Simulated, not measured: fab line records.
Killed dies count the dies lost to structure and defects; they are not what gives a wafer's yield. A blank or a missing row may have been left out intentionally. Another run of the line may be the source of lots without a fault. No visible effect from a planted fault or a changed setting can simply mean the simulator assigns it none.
Chamber matching -- flow nandHarc -- 4 sister chambers for NHARC_P_M0_CMP_23 on cmp-04
The step polishes, t overpolish 20 s, target thk 117.54 nm. 4 wafers are shown with their chamber, then 9 later ones without.

## EACH WAFER AND ITS CHAMBER
wafer,chamber,motorCurrentA (A)
L087.4,3,13.3
L087.5,1,13.2
L089.4,2,12.6
L089.5,0,11.2

## WAFERS WHOSE CHAMBER IS MISSING
wafer,motorCurrentA (A)
L090.1,12.5
L090.4,13.0
L090.5,11.8
L091.2,12.3
L091.4,10.9
L091.6,13.0
L092.1,12.7
L092.4,12.6
L092.6,13.0

## THE CHAMBER EACH PASSED THROUGH
wafer,from the rows above,in truth
L090.1,2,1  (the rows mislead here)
L090.4,can't be placed: 1 or 3 or 2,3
L090.5,can't be placed: 0 or 2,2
L091.2,2,2
L091.4,0,0
L091.6,can't be placed: 1 or 3 or 2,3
L092.1,can't be placed: 2 or 1 or 3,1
L092.4,2,2
L092.6,can't be placed: 1 or 3 or 2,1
Correctly placed: 3 of 9. Cannot be placed on the basis of these rows: 5; the candidates contain the true chamber in 5. 1 placed wrongly.
How it was worked out, from the rows above alone: a wafer's distance from a chamber is the root of the sum, over the readings, of the square of ((its reading less the chamber's mean) divided by the reading's scatter). The wafer belongs to the nearest chamber; if the next one is less than 2 further off, it can't be placed. The mean given for a chamber averages the wafers shown for that chamber. The scatter (one wafer shown for each chamber): square how far every hidden wafer sits from the nearest shown wafer, average those squares and take the square root.
